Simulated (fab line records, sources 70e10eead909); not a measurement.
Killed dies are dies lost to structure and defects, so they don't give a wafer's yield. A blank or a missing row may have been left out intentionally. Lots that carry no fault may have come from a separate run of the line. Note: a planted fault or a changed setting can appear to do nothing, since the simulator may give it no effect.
fab line records	flow nand_harc
[record] lots = 24	wafers = 72	last_day = 33
route steps=1302 shown P_ZERO_WELL@31 P_STI@90 P_GATE@131 P_CONTACT@241 P_M0@284
lots that met no fault: taken from a fault-free run of the same line
start_h: the number of hours between the record's first day and the start of the first shown wafer of the lot	wait_h: hours from the lot's prior step to this one	" identical to the entry in the row above	L1.1+2: several wafers, shown together as one row	- either no value or no given start	* or withheld: withheld	< > ~ a bound
route shown NAME@n: names a module that has steps shown in the file, with the first one's number in the route	usual: mean/standard deviation of fault-free wafers	same: alike in all rows	chamber/n: place in a boat	sites: the reading at each site	_std_site: the values' standard deviation	_edge_site: mean of outer sites minus mean of inner sites	radius_mm: for every site, how far away it sits from the centre of the wafer	mask NAME#n: copy n	behind: the most recent tool/chamber to have shaped the wafer	hold: the reason the lot was held/the length of the hold in hours/how it ended	device: transistor that didn't switch, given as n, p or np	end of line: the same wafers' tests at the end of the route	where a step has no rows: the recipe by itself	killed: the dies lost at the first sort to structure and to defects; this is not the yield of the wafer	map: a wafer's dies, marking killed ones x, the rest . and places with no die _
set.NAME: setting as actually run; set.NAME@STEP: the setting as run at that earlier step	model.NAME: the simulator's own value behind a step, which no gauge read
route steps across a sampled set of lots; one table per step, one row per wafer
services: from which hour (start_h, from the record's first day; less than 0 if before it) a tool's chamber was out of use, for how many hours, and why
[[steps]]
[step NHARC_P_ZERO_WELL_DESCUM_26]
[recipe] time_s = 3	o2_flow_sccm = 200	ar_flow_sccm = 0	bias_power_w = 0	chemistry = O2
[usual] drypump_motor_current_A = 5.52/0.28	oes_product_au = 0.997/0.014	rf_vpp_V = 57.7/0.82	showerhead_plenum_p_Torr = 1.90/0.09	throttle_valve_pct = 11.311/0.01
lot.wafer	tool	chamber	start_h	wait_h	drypump_motor_current_A	oes_product_au	rf_hours_counter_h	rf_vpp_V	showerhead_plenum_p_Torr	throttle_valve_pct
L074.1	rie_diel-03	2	22.69	-	5.39	0.985	30	58.5	1.99	11.289
L074.6	"	2	"	"	5.37	0.987	-	58.2	1.99	11.299
L074.4	"	3	"	"	5.60	1.006	-	57.6	1.94	11.340
L075.2	rie_diel-02	1	32.50	-	5.59	1.006	58	57.4	1.80	11.310
L075.6	"	1	"	"	5.59	0.994	-	57.5	1.80	11.306
L075.5	"	2	"	"	5.87	1.003	-	56.5	2.03	11.319
L076.2	rie_diel-03	3	42.61	-	5.63	1.009	34	57.0	1.93	11.318
L076.6	"	3	"	"	5.66	1.011	-	58.4	1.93	11.304
L076.5	"	0	"	"	5.18	1.003	-	58.7	1.81	11.322
L077.2	rie_diel-03	2	52.75	-	5.40	0.987	39	57.0	1.98	11.315
L077.4	"	1	"	"	5.83	0.984	38	56.8	1.76	11.323
L077.6	"	2	"	"	5.40	0.981	-	58.6	1.98	11.298
L078.3	rie_diel-03	1	62.64	-	5.88	1.005	40	58.4	1.76	11.315
L078.4	"	2	"	"	5.34	0.983	42	57.3	1.98	11.314
L078.6	"	0	"	"	5.20	0.996	-	56.1	1.81	11.310
L079.3	rie_diel-06	1	72.57	-	5.28	1.020	36	59.9	1.92	11.307
L079.2	"	3	"	"	5.94	1.004	28	58.5	1.98	11.319
L079.1	"	0	"	"	4.99	1.004	32	56.9	1.77	11.312
L080.1	rie_diel-02	1	83.04	-	5.63	1.012	14	58.6	1.80	11.305
L080.3	"	2	"	"	5.85	0.998	15	58.0	2.02	11.324
L080.5	"	0	"	"	5.79	0.995	-	57.7	1.81	11.312
L081.2	rie_diel-06	0	92.77	-	4.99	0.996	39	56.5	1.77	11.321
L081.3	"	1	"	"	5.24	1.008	41	57.8	1.92	11.321
L081.5	"	3	"	"	5.92	1.004	-	58.3	1.98	11.331
L082.2	rie_diel-03	1	102.78	-	5.84	0.989	61	57.4	1.76	11.306
L082.1	"	0	"	"	5.20	1.014	48	57.8	1.81	11.309
L082.5	"	1	"	"	5.82	0.983	-	57.0	1.76	11.328
L083.4	rie_diel-02	0	112.85	-	5.80	0.996	25	56.5	1.81	11.333
L083.2	"	2	"	"	5.89	0.997	23	58.1	2.02	11.307
L083.5	"	1	"	"	5.57	1.016	-	57.9	1.80	11.318
L084.3	rie_diel-06	3	122.83	-	5.95	0.988	46	58.3	1.97	11.306
L084.1	"	0	"	"	5.01	0.982	50	57.2	1.77	11.311
L084.6	"	0	"	"	5.00	0.987	-	56.1	1.77	11.294
L085.1	rie_diel-02	0	132.61	-	5.80	1.002	29	58.4	1.81	11.320
L085.4	"	1	"	"	5.57	1.014	27	58.0	1.80	11.310
L085.2	"	2	"	"	5.89	1.004	28	57.2	2.02	11.300
L086.1	rie_diel-02	2	142.61	-	5.85	1.005	34	57.6	2.01	11.320
L086.4	"	0	"	"	5.80	1.000	36	57.9	1.81	11.317
L086.3	"	1	"	"	5.58	0.998	34	57.2	1.79	11.310
L087.1	rie_diel-03	0	152.52	-	5.21	0.970	16	57.1	1.80	11.323
L087.4	"	2	"	"	5.45	0.978	-	58.4	1.97	11.303
L087.6	"	0	"	"	5.22	0.973	-	58.1	1.80	11.294
L088.2	rie_diel-06	0	162.82	-	5.01	0.984	8	58.3	2.07	11.305
L088.1	"	3	"	"	5.96	1.018	9	56.7	1.97	11.293
L088.5	"	0	"	"	5.01	0.971	-	59.5	2.07	11.298
L089.1	rie_diel-02	2	172.67	-	5.87	1.008	44	58.9	2.01	11.287
L089.3	"	3	"	"	5.26	0.983	46	58.6	1.95	11.332
L089.6	"	3	"	"	5.23	0.979	-	58.5	1.95	11.316
L090.2	rie_diel-02	1	183.43	-	5.61	0.997	47	57.0	1.79	11.326
L090.3	"	2	"	"	5.89	0.994	47	58.2	2.01	11.330
L090.6	"	2	"	"	5.86	0.992	-	56.8	2.01	11.321
L091.1	rie_diel-06	2	192.66	-	5.42	0.995	20	56.9	1.86	11.308
L091.3	"	3	"	"	5.91	1.004	23	58.4	1.96	11.330
L091.2	"	0	"	"	5.01	0.978	21	59.3	2.07	11.308
L092.4	rie_diel-06	3	202.68	-	5.95	0.992	25	59.0	1.96	11.307
L092.6	"	2	"	"	5.40	0.994	-	55.7	1.86	11.301
L092.5	"	3	"	"	5.93	1.007	-	58.1	1.96	11.319
L093.3	rie_diel-06	3	212.82	-	5.93	1.003	27	58.1	1.96	11.292
L093.2	"	2	"	"	5.41	1.002	24	56.8	1.86	11.319
L093.6	"	2	"	"	5.42	1.005	-	57.7	1.86	11.321
L094.1	rie_diel-06	0	222.78	-	5.03	0.973	27	57.9	2.07	11.315
L094.4	"	2	"	"	5.42	1.012	29	58.6	1.86	11.308
L094.3	"	3	"	"	5.94	1.008	31	57.3	1.96	11.320
L095.3	rie_diel-02	2	232.66	-	5.87	1.002	2	57.7	2.00	11.299
L095.6	"	1	"	"	5.59	0.984	-	58.2	1.78	11.327
L095.5	"	2	"	"	5.89	1.009	-	58.6	2.00	11.303
L096.2	rie_diel-03	0	242.74	-	5.20	0.979	48	56.3	1.79	11.298
L096.3	"	1	"	"	5.83	0.996	7	59.4	2.07	11.305
L096.4	"	2	"	"	5.40	0.966	49	58.1	1.96	11.319
L097.1	rie_diel-03	2	252.74	-	5.39	0.968	54	58.7	1.96	11.329
L097.2	"	0	"	"	5.19	0.978	53	57.8	1.79	11.302
L097.5	"	2	"	"	5.41	0.957	-	57.0	1.96	11.303
[step NHARC_P_STI_ETCH_15]
[recipe] target_depth_a = 3000	taper_deg = 4	time_s = 100.1	hbr_flow_sccm = 150	cl2_flow_sccm = 50	rf_w = 400	icp_w = 400	bias_w = 100	chemistry = HBr/Cl2
[usual] drypump_motor_current_A = 5.6/0.34	oes_product_au = 0.999/0.0094	throttle_valve_pct = 26.407/0.0085
lot.wafer	tool	chamber	start_h	wait_h	drypump_motor_current_A	oes_product_au	rf_hours_counter_h	throttle_valve_pct
L074.1	rie_si-04	3	47.31	-	5.8	0.991	0.27	26.412
L074.4	"	0	"	"	5.8	0.995	0.29	26.391
L074.6	"	1	"	"	5.8	1.004	-	26.414
L075.2	rie_si-04	3	57.64	-	5.8	0.991	0.34	26.408
L075.6	"	1	"	"	5.8	1.005	-	26.401
L075.5	"	2	"	"	5.7	1.001	-	26.411
L076.2	rie_si-06	3	68.03	-	5.7	1.001	0.93	26.406
L076.6	"	3	"	"	5.7	1.008	-	26.414
L076.5	"	0	"	"	5.9	0.989	-	26.407
L077.4	rie_si-04	0	75.49	-	5.8	0.997	0.47	26.408
L077.2	"	2	"	"	5.7	0.999	0.55	26.399
L077.6	"	0	"	"	5.8	1.004	-	26.402
L078.4	rie_si-01	3	84.50	-	5.8	0.990	0.40	26.412
L078.3	"	0	"	"	5.6	1.015	0.37	26.410
L078.6	"	2	"	"	4.8	1.007	-	26.410
L079.1	rie_si-01	0	93.90	-	5.7	1.006	0.41	26.415
L079.2	"	1	"	"	6.0	0.981	0.40	26.407
L079.3	"	2	"	"	4.7	1.004	0.47	26.403
L080.3	rie_si-01	1	103.67	-	6.0	0.994	0.52	26.397
L080.1	"	0	"	"	5.7	1.000	0.53	26.410
L080.5	"	2	"	"	4.7	1.011	-	26.433
L081.2	rie_si-06	2	113.86	-	5.6	0.980	0.19	26.404
L081.3	"	3	"	"	5.7	0.992	0.17	26.411
L081.5	"	1	"	"	5.2	0.990	-	26.400
L082.1	rie_si-06	1	122.83	-	5.2	0.988	0.30	26.402
L082.2	"	2	"	"	5.6	0.990	0.29	26.410
L082.5	"	2	"	"	5.6	0.990	-	26.398
L083.4	rie_si-06	3	133.84	-	5.7	1.006	0.32	26.399
L083.2	"	1	"	"	5.2	0.993	0.41	26.423
L083.5	"	2	"	"	5.6	0.997	-	26.416
L084.1	rie_si-06	2	145.38	-	5.6	0.995	0.51	26.416
L084.3	"	3	"	"	5.7	0.993	0.45	26.409
L084.6	"	1	"	"	5.2	1.000	-	26.401
L085.4	rie_si-04	0	156.10	-	5.8	1.015	0.91	26.394
L085.2	"	1	"	"	5.8	1.017	0.92	26.396
L085.1	"	3	"	"	5.8	1.004	0.94	26.412
L086.4	rie_si-04	1	164.19	-	5.8	1.005	1.00	26.410
L086.1	"	2	"	"	5.8	0.997	0.94	26.408
L086.3	"	3	"	"	5.8	1.000	0.98	26.400
L087.4	rie_si-06	2	174.91	-	5.6	1.009	0.69	26.408
L087.1	"	0	"	"	5.9	0.999	0.60	26.423
L087.6	"	2	"	"	5.6	1.012	-	26.409
L088.2	rie_si-01	0	185.34	-	5.7	1.011	0.96	26.401
L088.1	"	2	"	"	4.7	1.014	1.03	26.399
L088.5	"	0	"	"	5.7	1.009	-	26.399
L089.1	rie_si-06	2	195.30	-	5.6	0.993	0.89	26.392
L089.3	"	0	"	"	5.9	0.994	0.73	26.404
L089.6	"	2	"	"	5.7	0.997	-	26.395
L090.3	rie_si-04	0	209.53	-	5.8	0.997	0.20	26.394
L090.2	"	1	"	"	5.8	0.987	0.21	26.411
L090.6	"	1	"	"	5.8	0.985	-	26.417
L091.2	rie_si-01	2	209.71	-	4.7	0.997	0.03	26.403
L091.3	"	0	"	"	5.7	0.996	0.05	26.405
L091.1	"	1	"	"	6.0	0.994	0.03	26.411
L092.4	rie_si-04	2	222.81	-	5.7	1.004	0.23	26.428
L092.6	"	0	"	"	5.8	0.987	-	26.415
L092.5	"	1	"	"	5.8	0.997	-	26.402
L093.3	rie_si-01	0	239.68	-	5.7	1.004	0.18	26.407
L093.2	"	1	"	"	6.0	0.995	0.20	26.406
L093.6	"	0	"	"	5.7	0.992	-	26.398
L094.4	rie_si-01	1	252.85	-	6.0	0.984	0.28	26.401
L094.3	"	3	"	"	5.8	1.012	0.30	26.413
L094.1	"	0	"	"	5.7	1.005	0.26	26.422
L095.3	rie_si-04	1	253.05	-	5.8	1.004	0.51	26.401
L095.5	"	1	"	"	5.8	0.995	-	26.412
L095.6	"	2	"	"	5.7	1.008	-	26.407
L096.4	rie_si-04	3	262.62	-	5.8	0.987	0.57	26.410
L096.3	"	0	"	"	5.8	0.988	0.65	26.398
L096.2	"	1	"	"	5.8	0.996	0.66	26.405
L097.1	rie_si-01	0	273.44	-	5.7	1.003	0.45	26.404
L097.2	"	1	"	"	6.0	0.978	0.49	26.405
L097.5	"	3	"	"	5.8	1.004	-	26.424
[step NHARC_P_GATE_HM_DEP_102]
[recipe] target_thk_a = 1200	temp_c = 400	material = aC
[usual] throttle_valve_pct = 35.000/0.0087
lot.wafer	tool	chamber	start_h	wait_h	throttle_valve_pct
L074.1	acl_dep-02	0	104.57	0.4	35.005
L074.4	"	0	"	"	35.006
L074.6	"	0	"	"	35.003
L075.2	acl_dep-01	0	111.54	0.5	34.995
L075.5	"	0	"	"	35.005
L075.6	"	0	"	"	34.985
L076.2	acl_dep-01	0	125.08	6.1	34.990
L076.5	"	0	"	"	35.003
L076.6	"	0	"	"	35.009
L077.2	acl_dep-03	0	132.47	5.2	35.002
L077.4	"	0	"	"	35.012
L077.6	"	0	"	"	35.000
L078.3	acl_dep-03	0	139.21	5.6	34.996
L078.4	"	0	"	"	34.999
L078.6	"	0	"	"	34.997
L079.1	acl_dep-03	0	142.08	0.4	34.996
L079.2	"	0	"	"	35.019
L079.3	"	0	"	"	35.002
L080.1	acl_dep-03	0	153.87	1.2	35.004
L080.3	"	0	"	"	35.003
L080.5	"	0	"	"	35.004
L081.2	acl_dep-03	0	166.97	1.6	35.006
L081.3	"	0	"	"	34.996
L081.5	"	0	"	"	35.003
L082.1	acl_dep-03	0	173.76	0.4	34.998
L082.2	"	0	"	"	34.997
L082.5	"	0	"	"	35.004
L083.2	acl_dep-02	0	193.48	6.0	34.991
L083.4	"	0	"	"	35.004
L083.5	"	0	"	"	34.996
L084.1	acl_dep-03	0	196.93	4.9	35.002
L084.3	"	0	"	"	34.993
L084.6	"	0	"	"	34.998
L085.1	acl_dep-03	0	209.09	1.7	35.006
L085.2	"	0	"	"	35.008
L085.4	"	0	"	"	35.003
L086.1	acl_dep-02	0	214.01	0.4	35.003
L086.3	"	0	"	"	34.999
L086.4	"	0	"	"	34.993
L087.1	acl_dep-03	0	232.98	3.4	34.995
L087.4	"	0	"	"	34.998
L087.6	"	0	"	"	35.007
L088.1	acl_dep-03	0	246.67	0.7	34.993
L088.2	"	0	"	"	35.004
L088.5	"	0	"	"	34.993
L089.1	acl_dep-01	0	246.67	0.8	35.012
L089.3	"	0	"	"	35.007
L089.6	"	0	"	"	34.985
L091.1	acl_dep-02	0	271.16	0.8	34.997
L091.2	"	0	"	"	35.000
L091.3	"	0	"	"	34.985
L090.2	acl_dep-02	0	271.91	1.5	34.996
L090.3	"	0	"	"	35.011
L090.6	"	0	"	"	34.997
L092.4	acl_dep-01	0	282.07	3.8	35.007
L092.5	"	0	"	"	34.981
L092.6	"	0	"	"	34.989
L093.2	acl_dep-02	0	289.84	1.4	34.996
L093.3	"	0	"	"	35.013
L093.6	"	0	"	"	35.010
L095.3	acl_dep-02	0	310.05	3.3	35.014
L095.5	"	0	"	"	35.000
L095.6	"	0	"	"	34.991
L094.1	acl_dep-02	0	310.48	3.7	34.994
L094.3	"	0	"	"	34.994
L094.4	"	0	"	"	35.023
L096.2	acl_dep-01	0	313.03	1.4	34.998
L096.3	"	0	"	"	35.009
L096.4	"	0	"	"	34.986
L097.1	acl_dep-02	0	326.09	2.0	35.005
L097.2	"	0	"	"	35.013
L097.5	"	0	"	"	34.992
[step NHARC_P_GATE_RTA_80]
[recipe] temp_c = 300	time_s = 30
[usual] anneal_temp_c_max = 301.4/0.55	wafer_temp_C_max = 301.7/0.41
lot.wafer	tool	chamber	start_h	wait_h	anneal_temp_c_max	wafer_temp_C_max
L074.1	rtp_anneal-01	0	126.00	-	302.0	301.8
L074.4	"	0	"	"	301.6	301.5
L074.6	"	0	"	"	301.7	301.6
L075.2	rtp_anneal-02	0	131.12	-	300.8	301.8
L075.5	"	0	"	"	300.7	302.0
L075.6	"	0	"	"	300.7	301.5
L076.2	rtp_anneal-01	0	144.11	-	301.6	301.5
L076.5	"	0	"	"	301.9	300.9
L076.6	"	0	"	"	302.2	301.3
L077.2	rtp_anneal-01	0	151.59	-	302.1	301.3
L077.4	"	0	"	"	301.5	301.7
L077.6	"	0	"	"	301.2	301.9
L078.3	rtp_anneal-01	0	162.04	-	301.4	301.4
L078.4	"	0	"	"	301.5	301.4
L078.6	"	0	"	"	301.4	301.8
L079.1	rtp_anneal-01	0	163.05	-	301.4	302.1
L079.2	"	0	"	"	301.7	301.6
L079.3	"	0	"	"	301.5	301.4
L080.1	rtp_anneal-02	0	172.88	-	300.7	301.2
L080.3	"	0	"	"	300.9	302.3
L080.5	"	0	"	"	300.7	301.4
L081.2	rtp_anneal-02	0	190.34	-	300.7	302.0
L081.3	"	0	"	"	300.7	301.7
L081.5	"	0	"	"	300.5	301.6
L082.1	rtp_anneal-01	0	192.78	-	301.5	301.4
L082.2	"	0	"	"	302.5	301.1
L082.5	"	0	"	"	302.3	302.1
L083.2	rtp_anneal-02	0	212.52	-	300.6	302.0
L083.4	"	0	"	"	300.8	302.3
L083.5	"	0	"	"	300.8	302.3
L084.1	rtp_anneal-01	0	215.97	-	301.6	301.6
L084.3	"	0	"	"	302.2	301.3
L084.6	"	0	"	"	301.7	301.7
L085.1	rtp_anneal-01	0	228.57	-	301.7	301.3
L085.2	"	0	"	"	301.7	301.1
L085.4	"	0	"	"	301.8	301.4
L086.1	rtp_anneal-01	0	233.13	-	301.5	302.0
L086.3	"	0	"	"	301.8	302.0
L086.4	"	0	"	"	301.6	301.3
L087.1	rtp_anneal-02	0	254.48	-	300.8	301.3
L087.4	"	0	"	"	300.5	301.9
L087.6	"	0	"	"	300.8	301.9
L088.1	rtp_anneal-02	0	265.87	-	301.1	302.0
L088.2	"	0	"	"	300.9	302.9
L088.5	"	0	"	"	300.8	302.2
L089.1	rtp_anneal-01	0	272.46	-	301.8	301.3
L089.3	"	0	"	"	301.8	301.2
L089.6	"	0	"	"	301.4	301.4
L090.2	rtp_anneal-01	0	291.54	-	302.3	301.6
L090.3	"	0	"	"	302.3	301.4
L090.6	"	0	"	"	301.9	301.5
L091.1	rtp_anneal-01	0	292.31	-	301.8	301.3
L091.2	"	0	"	"	302.1	301.3
L091.3	"	0	"	"	301.5	301.6
L092.4	rtp_anneal-01	0	301.08	-	302.2	301.4
L092.5	"	0	"	"	301.3	301.3
L092.6	"	0	"	"	302.6	301.5
L093.2	rtp_anneal-02	0	308.81	-	301.0	301.3
L093.3	"	0	"	"	300.8	302.6
L093.6	"	0	"	"	301.1	301.5
L095.3	rtp_anneal-01	0	330.70	-	301.6	301.4
L095.5	"	0	"	"	301.2	301.8
L095.6	"	0	"	"	301.0	301.1
L094.1	rtp_anneal-02	0	330.72	-	300.7	301.7
L094.3	"	0	"	"	300.9	301.8
L094.4	"	0	"	"	300.7	301.4
L096.2	rtp_anneal-02	0	332.78	-	300.5	301.5
L096.3	"	0	"	"	301.0	302.2
L096.4	"	0	"	"	301.2	302.1
L097.1	rtp_anneal-02	0	345.19	-	300.9	301.9
L097.2	"	0	"	"	300.8	301.6
L097.5	"	0	"	"	301.3	302.1
[step NHARC_P_CONTACT_CD_MEAS_19]
[usual] cd_nm = 89.6/1.9
lot.wafer	tool	chamber	start_h	wait_h	cd_nm
L074.1	cd_sem-01	-	129.34	-	89.6
L074.4	"	-	"	"	88.6
L074.6	"	-	"	"	91.9
L075.2	cd_sem-02	-	134.29	-	89.1
L075.5	"	-	"	"	90.7
L075.6	"	-	"	"	89.9
L076.2	cd_sem-01	-	147.83	-	88.2
L076.5	"	-	"	"	88.5
L076.6	"	-	"	"	89.6
L077.2	cd_sem-02	-	154.80	-	90.6
L077.4	"	-	"	"	91.2
L077.6	"	-	"	"	93.1
L078.3	cd_sem-03	-	165.21	-	87.7
L078.4	"	-	"	"	89.0
L078.6	"	-	"	"	92.1
L079.1	cd_sem-02	-	166.37	-	89.4
L079.2	"	-	"	"	92.5
L079.3	"	-	"	"	92.5
L080.1	cd_sem-01	-	176.21	-	89.2
L080.3	"	-	"	"	92.6
L080.5	"	-	"	"	88.5
L081.2	cd_sem-03	-	193.65	-	91.3
L081.3	"	-	"	"	90.4
L081.5	"	-	"	"	90.5
L082.1	cd_sem-03	-	196.26	-	90.7
L082.2	"	-	"	"	89.3
L082.5	"	-	"	"	87.7
L083.2	cd_sem-01	-	216.00	-	87.1
L083.4	"	-	"	"	88.8
L083.5	"	-	"	"	89.6
L084.1	cd_sem-02	-	219.55	-	87.4
L084.3	"	-	"	"	89.2
L084.6	"	-	"	"	89.7
L085.1	cd_sem-03	-	232.33	-	90.3
L085.2	"	-	"	"	90.2
L085.4	"	-	"	"	89.9
L086.1	cd_sem-03	-	236.47	-	85.8
L086.3	"	-	"	"	88.2
L086.4	"	-	"	"	93.1
L087.1	cd_sem-03	-	258.04	-	87.5
L087.4	"	-	"	"	90.6
L087.6	"	-	"	"	91.2
L088.1	cd_sem-03	-	270.06	-	92.7
L088.2	"	-	"	"	90.0
L088.5	"	-	"	"	92.5
L089.1	cd_sem-03	-	275.81	-	91.8
L089.3	"	-	"	"	88.0
L089.6	"	-	"	"	89.7
L090.2	cd_sem-02	-	295.09	-	92.5
L090.3	"	-	"	"	92.1
L090.6	"	-	"	"	92.8
L091.1	cd_sem-03	-	295.63	-	89.0
L091.2	"	-	"	"	88.9
L091.3	"	-	"	"	88.8
L092.4	cd_sem-03	-	304.33	-	88.0
L092.5	"	-	"	"	90.7
L092.6	"	-	"	"	89.9
L093.2	cd_sem-02	-	312.34	-	89.8
L093.3	"	-	"	"	87.2
L093.6	"	-	"	"	87.9
L095.3	cd_sem-01	-	333.98	-	85.1
L095.5	"	-	"	"	89.1
L095.6	"	-	"	"	88.6
L094.1	cd_sem-02	-	334.12	-	89.6
L094.3	"	-	"	"	86.6
L094.4	"	-	"	"	91.4
L096.2	cd_sem-01	-	336.08	-	87.9
L096.3	"	-	"	"	89.0
L096.4	"	-	"	"	85.5
L097.1	cd_sem-03	-	348.52	-	89.7
L097.2	"	-	"	"	90.4
L097.5	"	-	"	"	88.4
[step NHARC_P_M0_DEP_32]
[recipe] target_thk_a = 300	temp_c = 370	target_thk_nm = 30	pressure_torr = 3	flow_sccm = 200	rf_w = 450	material = SiCN
[usual] heater_power_outer_w = 337/53	heater_power_w = 589/80
lot.wafer	tool	chamber	start_h	wait_h	heater_power_outer_w	heater_power_w	since_wet_clean_h
L074.1	pecvd-03	0	135.27	0.1	204	384	118
L074.6	"	1	"	"	298	536	-
L074.4	"	2	"	"	304	517	-
L075.2	pecvd-03	1	140.29	0.1	330	598	123
L075.5	"	0	"	"	235	434	-
L075.6	"	1	"	"	330	576	-
L076.2	pecvd-01	2	153.76	0.1	331	599	11
L076.6	"	0	"	"	457	763	-
L076.5	"	2	"	"	346	591	-
L077.2	pecvd-03	2	160.84	0.1	360	598	144
L077.6	"	2	"	"	364	591	-
L077.4	"	1	"	"	352	610	-
L078.3	pecvd-01	0	171.74	0.1	408	684	29
L078.4	"	2	"	"	266	485	-
L078.6	"	1	"	"	303	566	-
L079.1	pecvd-01	0	172.87	0.1	421	710	30
L079.3	"	1	"	"	298	585	30
L079.2	"	2	"	"	326	574	30
L080.1	pecvd-02	1	182.66	0.1	317	597	124
L080.3	"	0	"	"	335	577	124
L080.5	"	0	"	"	343	578	-
L081.3	pecvd-03	2	199.72	0.1	350	582	2
L081.2	"	1	"	"	348	597	2
L081.5	"	0	"	"	273	481	-
L082.1	pecvd-03	0	202.16	0.1	300	495	4
L082.2	"	2	"	"	369	602	4
L082.5	"	1	"	"	375	651	-
L083.2	pecvd-02	0	222.67	0.1	346	597	164
L083.4	"	1	"	"	384	696	-
L083.5	"	0	"	"	349	601	-
L084.1	pecvd-01	2	226.12	0.1	263	481	83
L084.3	"	2	"	"	262	481	-
L084.6	"	2	"	"	268	493	-
L085.1	pecvd-03	0	239.03	0.1	269	463	41
L085.2	"	1	"	"	352	618	41
L085.4	"	1	"	"	348	617	-
L086.1	pecvd-01	0	242.50	0.1	405	679	99
L086.4	"	2	"	"	335	579	-
L086.3	"	0	"	"	410	686	-
L087.1	pecvd-03	1	264.49	0.1	339	607	66
L087.4	"	0	"	"	283	477	-
L087.6	"	1	"	"	333	607	-
L088.1	pecvd-02	2	276.37	0.1	300	558	36
L088.2	"	0	"	"	381	642	36
L088.5	"	0	"	"	386	635	-
L089.3	pecvd-02	1	282.08	0.1	308	586	42
L089.1	"	2	"	"	327	565	42
L089.6	"	0	"	"	388	632	-
L090.3	pecvd-03	0	301.40	0.1	294	503	103
L090.2	"	1	"	"	348	610	103
L090.6	"	1	"	"	351	621	-
L091.2	pecvd-01	1	301.74	0.1	310	577	159
L091.1	"	0	"	"	428	734	159
L091.3	"	1	"	"	309	579	-
L092.5	pecvd-03	2	310.39	0.2	338	576	-
L092.4	"	0	"	"	283	486	-
L092.6	"	1	"	"	372	667	-
L093.3	pecvd-03	2	318.55	0.1	367	619	121
L093.2	"	0	"	"	299	490	121
L093.6	"	1	"	"	343	607	-
L095.3	pecvd-02	2	339.91	0.1	340	603	100
L095.6	"	2	"	"	331	595	-
L095.5	"	1	"	"	339	652	-
L094.1	pecvd-02	2	340.24	0.1	307	548	100
L094.3	"	1	"	"	326	619	100
L094.4	"	2	"	"	308	550	-
L096.2	pecvd-01	1	342.04	0.1	324	586	18
L096.4	"	1	"	"	320	592	-
L096.3	"	0	"	"	449	739	-
L097.2	pecvd-02	2	354.33	0.1	331	586	114
L097.1	"	0	"	"	387	629	114
L097.5	"	2	"	"	338	589	-
[[services]]
tool	chamber	start_h	hours	kind
rie_si-04	3	4.03	6.9	repair
pecvd-03	-	4.05	13.0	pm
rtp_anneal-02	-	12.00	12.0	pm
rie_si-01	-	16.00	9.0	pm
rie_diel-03	0	19.88	5.5	repair
pecvd-03	-	30.10	1.1	repair
rie_diel-03	-	31.90	1.1	repair
rie_diel-02	-	39.70	9.0	pm
rtp_anneal-02	-	47.54	1.8	repair
acl_dep-02	-	63.27	13.0	pm
pecvd-03	-	63.42	13.8	repair
rie_si-01	3	89.07	6.2	repair
rie_si-04	2	94.71	4.6	repair
rie_si-04	2	102.97	15.8	repair
rie_diel-03	-	104.44	9.0	pm
acl_dep-03	-	117.49	13.0	pm
rie_diel-06	-	130.25	9.0	pm
rie_si-01	-	147.22	0.5	repair
rie_si-04	-	165.00	9.0	pm
pecvd-03	-	185.05	13.0	pm
acl_dep-02	-	245.74	13.0	pm
acl_dep-03	-	298.49	13.0	pm
rie_si-04	1	312.28	2.0	repair
rie_si-04	-	342.00	9.0	pm
[[key]]
fault none
